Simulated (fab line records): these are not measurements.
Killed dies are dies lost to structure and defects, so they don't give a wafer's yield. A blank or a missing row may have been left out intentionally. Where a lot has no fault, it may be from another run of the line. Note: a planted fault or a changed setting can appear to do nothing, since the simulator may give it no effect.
Chamber matching | flow n5-finfet | N5_BEOL_M1_DESCUM_33 on rie-diel-02: 4 sister chambers
The step chemistry O2, time 7 s. 4 wafers are shown with their chamber, then 9 later ones without.

WAFERS WITH THEIR CHAMBER
wafer  | chamber | showerhead-plenum-p-Torr (Torr)
L081.4 | 0       | 2.04
L089.2 | 3       | 2.05
L089.5 | 2       | 2.10
L089.6 | 1       | 2.18

WAFERS WHOSE CHAMBER IS MISSING
wafer  | showerhead-plenum-p-Torr (Torr)
L090.2 | 2.10
L090.5 | 2.10
L090.6 | 2.18
L092.2 | 2.03
L092.3 | 2.05
L092.5 | 2.18
L097.1 | 2.10
L097.2 | 2.03
L097.6 | 2.03

WHICH CHAMBER EACH ONE RAN IN
wafer  | from the rows above     | in truth
L090.2 | 2                       | 2
L090.5 | 2                       | 2
L090.6 | 1                       | 1
L092.2 | can't be placed: 0 or 3 | 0
L092.3 | can't be placed: 3 or 0 | 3
L092.5 | 1                       | 1
L097.1 | 2                       | 2
L097.2 | can't be placed: 0 or 3 | 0
L097.6 | can't be placed: 0 or 3 | 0
5 of 9 placed correctly. Cannot be placed on the basis of these rows: 4; the candidates contain the true chamber in 4. Number placed wrongly: 0.
How it was worked out, from the rows above alone: a wafer's distance from a chamber is the root of the sum, over the readings, of the square of ((its reading less the chamber's mean) divided by the reading's scatter). The wafer belongs to the nearest chamber; if the next one is less than 2 further off, it can't be placed. For every chamber, the mean is computed from those of its wafers that are shown. The scatter: with one shown wafer a chamber, the root of the mean of the squares of how far each hidden wafer lies from its nearest shown one.
